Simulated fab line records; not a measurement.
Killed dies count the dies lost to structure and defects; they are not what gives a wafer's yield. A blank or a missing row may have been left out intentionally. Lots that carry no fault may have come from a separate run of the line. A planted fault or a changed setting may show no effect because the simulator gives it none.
Which of the tools did it? | flow n5Finfet | 11 lots with 32 wafers sampled at 4 steps, on a route of 1938 steps

## WHAT THE GAUGES READ, wafer by wafer
N5_BEOL_M13_OVL_MEAS_11.
lot  | measured     | on         | V12_OVL (nm)
L420 | day 12 08:28 | overlay-01 | -4 -13 -1
L419 | day 12 12:04 | overlay-01 | 1 -2 -4
L421 | day 13 17:18 | overlay-02 | -4 -6 -9
L427 | day 13 17:43 | overlay-02 | 3 -1 -4
L425 | day 14 01:50 | overlay-01 | -11 -1 -1
L431 | day 16 00:10 | overlay-02 | -10 -3 -7
L432 | day 16 03:19 | overlay-02 | 2 -1 2
L433 | day 16 22:19 | overlay-01 | -7 -1 -3
L434 | day 17 05:51 | overlay-01 | 14 14 2
L435 | day 18 06:54 | overlay-02 | 19 14
L441 | day 19 10:05 | overlay-02 | -3 -3 -2

## EACH LOT AND THE TOOL THAT RAN IT (in order: tool; ch and the chambers of the sampled wafers; start)
lot  | N5_BEOL_M12_ANNEAL_48           | N5_BEOL_M12_DEP_53              | N5_BEOL_M13_EXPOSE_07
L420 | rtpAnneal-01 ch 0, day 12 07:03 | pecvd-04 ch 0,2, day 12 07:43   | krfScanner-01 ch 0, day 12 08:15
L419 | rtpAnneal-01 ch 0, day 12 10:42 | pecvd-03 ch 0,2, day 12 11:19   | krfScanner-02 ch 0, day 12 11:52
L421 | rtpAnneal-01 ch 0, day 13 15:44 | pecvd-04 ch 0,1, day 13 16:41   | krfScanner-02 ch 0, day 13 17:06
L427 | rtpAnneal-02 ch 0, day 13 16:15 | pecvd-03 ch 1,2, day 13 17:06   | krfScanner-02 ch 0, day 13 17:31
L425 | rtpAnneal-01 ch 0, day 14 00:32 | pecvd-03 ch 0,1,2, day 14 01:06 | krfScanner-02 ch 0, day 14 01:38
L431 | rtpAnneal-02 ch 0, day 15 22:48 | pecvd-03 ch 0,2, day 15 23:25   | krfScanner-02 ch 0, day 15 23:59
L432 | rtpAnneal-02 ch 0, day 16 01:57 | pecvd-03 ch 0,2, day 16 02:34   | krfScanner-01 ch 0, day 16 03:08
L433 | rtpAnneal-02 ch 0, day 16 20:53 | pecvd-02 ch 0,2, day 16 21:34   | krfScanner-02 ch 0, day 16 22:07
L434 | rtpAnneal-02 ch 0, day 17 04:30 | pecvd-04 ch 0,1,2, day 17 05:10 | krfScanner-02 ch 0, day 17 05:38
L435 | rtpAnneal-02 ch 0, day 18 05:46 | pecvd-04 ch 1,2, day 18 06:18   | krfScanner-02 ch 0, day 18 06:43
L441 | rtpAnneal-01 ch 0, day 19 08:45 | pecvd-04 ch 0,1,2, day 19 09:25 | krfScanner-01 ch 0, day 19 09:53
- N5_BEOL_M12_ANNEAL_48: time 90 s.
- N5_BEOL_M12_DEP_53: deposits SiCN from 3MS/NH3, target thk 30 nm, time 10.5 s.
- N5_BEOL_M13_EXPOSE_07: exposes mask V12.

## WHAT THE TOOLS THEMSELVES READ (means of the sampled wafers that have a number; where no wafer has one, the mark that the record gives instead)
N5_BEOL_M12_ANNEAL_48.
lot  | tool         | annealTempC (C) | wafer_temp_C_max
L420 | rtpAnneal-01 | 225.23          | 225.8
L419 | rtpAnneal-01 | 224.89          | 225.5
L421 | rtpAnneal-01 | 224.92          | 225.5
L427 | rtpAnneal-02 | 225.11          | 226.6
L425 | rtpAnneal-01 | 224.92          | 225.6
L431 | rtpAnneal-02 | 224.94          | 226.1
L432 | rtpAnneal-02 | 225.09          | 226.1
L433 | rtpAnneal-02 | 224.88          | 226.3
L434 | rtpAnneal-02 | 225.13          | 226.3
L435 | rtpAnneal-02 | 224.93          | 226.2
L441 | rtpAnneal-01 | 225.04          | 225.5

N5_BEOL_M12_DEP_53.
lot  | tool     | showerheadPlenumPTorr (Torr) | throttleValvePct (%)
L420 | pecvd-04 | 4.172                        | 18.5
L419 | pecvd-03 | 4.158                        | 18.0
L421 | pecvd-04 | 4.191                        | 17.6
L427 | pecvd-03 | 4.157                        | 17.7
L425 | pecvd-03 | 4.157                        | 18.3
L431 | pecvd-03 | 4.160                        | 17.9
L432 | pecvd-03 | 4.159                        | 18.8
L433 | pecvd-02 | 4.174                        | 17.8
L434 | pecvd-04 | 4.183                        | 18.0
L435 | pecvd-04 | 4.190                        | 17.3
L441 | pecvd-04 | 4.179                        | 18.0

## THE ANSWER, worked out from the rows above alone
Rule: usual is defined by the lots themselves. Put in order of their means at a reading, lots are off if they are a third of the lots or fewer, leave a main group of 4 or more, and stand apart from it by a gap of 3 or more times the standard deviation of the main group's means; of several such gaps the widest counts. A main group is skipped when, at the precision printed for the reading in the tables above, its means are all equal. A lot without any number at a reading at which 4 lots or more have one is off too. Where the step has rows for the other lots, those lots are counted as sound. The gauges are gone through in route order, then the tools' own readings, and for those a lot's mean is taken as printed above. At the first step where some lot is off, the reading lying furthest off is the one used; lots without a number count as furthest.
Off: L434, L435, at N5_BEOL_M13_OVL_MEAS_11 (V12_OVL). Main group: mean -3 nm, sd 2.5.
If a tool, at a process step before that reading, ran all the lots that are off and no sound lot after the first of them, it fits. The gauges at N5_BEOL_M13_OVL_MEAS_11 are tried like those tools. Undecided on this evidence; 2 tools fit (rtpAnneal-02 at N5_BEOL_M12_ANNEAL_48, krfScanner-02 at N5_BEOL_M13_EXPOSE_07).

## WHAT HAD BEEN PUT IN BY THE SIMULATOR
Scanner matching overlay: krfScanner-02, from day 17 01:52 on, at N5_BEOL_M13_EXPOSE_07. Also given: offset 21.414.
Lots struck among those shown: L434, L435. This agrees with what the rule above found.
